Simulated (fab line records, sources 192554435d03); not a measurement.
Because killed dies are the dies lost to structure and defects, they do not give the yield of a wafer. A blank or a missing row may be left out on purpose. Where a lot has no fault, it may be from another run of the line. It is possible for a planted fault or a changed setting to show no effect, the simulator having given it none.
Matching of chambers | flow n5_finfet | rie_diel-03 running N5_MOL_CONTACT_COAG_ETCH_105: 4 sister chambers
The step etches SiARC in CF4, target depth 15.6 nm, time 26 s. 20 wafers are shown with their chamber, then 10 later ones without.

WAFERS, EACH WITH ITS CHAMBER
wafer  | chamber | drypump_motor_current_A (A) | showerhead_plenum_p_Torr (Torr) | throttle_valve_pct (%)
L075.2 | 2       | 6.1                         | 2.14                            | 15.54
L075.3 | 3       | 5.9                         | 2.27                            | 15.40
L075.4 | 0       | 5.5                         | 2.07                            | 15.59
L076.1 | 2       | 6.1                         | 2.14                            | 15.55
L076.2 | 1       | 5.3                         | 2.22                            | 15.59
L076.5 | 2       | 6.1                         | 2.14                            | 15.55
L077.1 | 2       | 6.1                         | 2.14                            | 15.55
L077.2 | 0       | 5.5                         | 2.07                            | 15.62
L077.3 | 1       | 5.3                         | 2.22                            | 15.60
L078.2 | 2       | 6.1                         | 2.14                            | 15.56
L078.3 | 3       | 5.9                         | 2.27                            | 15.42
L078.6 | 0       | 5.6                         | 2.07                            | 15.60
L079.1 | 0       | 5.5                         | 2.06                            | 15.61
L079.2 | 2       | 6.1                         | 2.14                            | 15.56
L079.3 | 1       | 5.3                         | 2.22                            | 15.62
L079.4 | 3       | 5.9                         | 2.26                            | 15.42
L079.5 | 2       | 6.1                         | 2.14                            | 15.55
L079.6 | 3       | 5.9                         | 2.27                            | 15.41
L084.2 | 2       | 6.1                         | 2.13                            | 15.57
L084.3 | 1       | 5.3                         | 2.21                            | 15.61

SIGNATURES, as means of the wafers listed above
reading                  | chamber 0 | chamber 1 | chamber 2 | chamber 3 | scatter within a chamber
drypump_motor_current_A  | 5.525     | 5.300     | 6.100     | 5.900     | 0.0217
showerhead_plenum_p_Torr | 2.0675    | 2.2175    | 2.1387    | 2.2675    | 0.00442
throttle_valve_pct       | 15.6050   | 15.6050   | 15.5538   | 15.4125   | 0.0108
Rule: for a wafer and a chamber, the distance is found by dividing, reading by reading, the gap between the wafer's reading and the chamber's mean by the reading's scatter, squaring, summing and taking the root. If the next closest chamber is less than 2 further off than the closest, the wafer can't be placed; otherwise it belongs to the closest. How the scatter is found: for the shown wafers, subtract from each reading the mean of its chamber, square and add these, divide the total by (wafers less chambers), then take the root.

WAFERS MISSING THEIR CHAMBER
wafer  | drypump_motor_current_A (A) | showerhead_plenum_p_Torr (Torr) | throttle_valve_pct (%)
L084.6 | 5.9                         | 2.26                            | 15.44
L088.1 | 5.6                         | 2.06                            | 15.64
L088.4 | 5.3                         | 2.21                            | 15.64
L088.5 | 5.3                         | 2.21                            | 15.64
L089.1 | 6.1                         | 2.13                            | 15.60
L089.2 | 5.6                         | 2.06                            | 15.65
L089.6 | 5.3                         | 2.21                            | 15.64
L094.1 | 6.1                         | 2.13                            | 15.61
L094.2 | 5.9                         | 2.26                            | 15.49
L094.4 | 5.3                         | 2.21                            | 15.67

THE CHAMBER EACH PASSED THROUGH
wafer  | from the rows above | in truth
L084.6 | 3                   | 3
L088.1 | 0                   | 0
L088.4 | 1                   | 1
L088.5 | 1                   | 1
L089.1 | 2                   | 2
L089.2 | 0                   | 0
L089.6 | 1                   | 1
L094.1 | 2                   | 2
L094.2 | 3                   | 3
L094.4 | 1                   | 1
Correct placement for 10 of the 10. Can't be placed from these rows: 0. Number placed wrongly: 0.
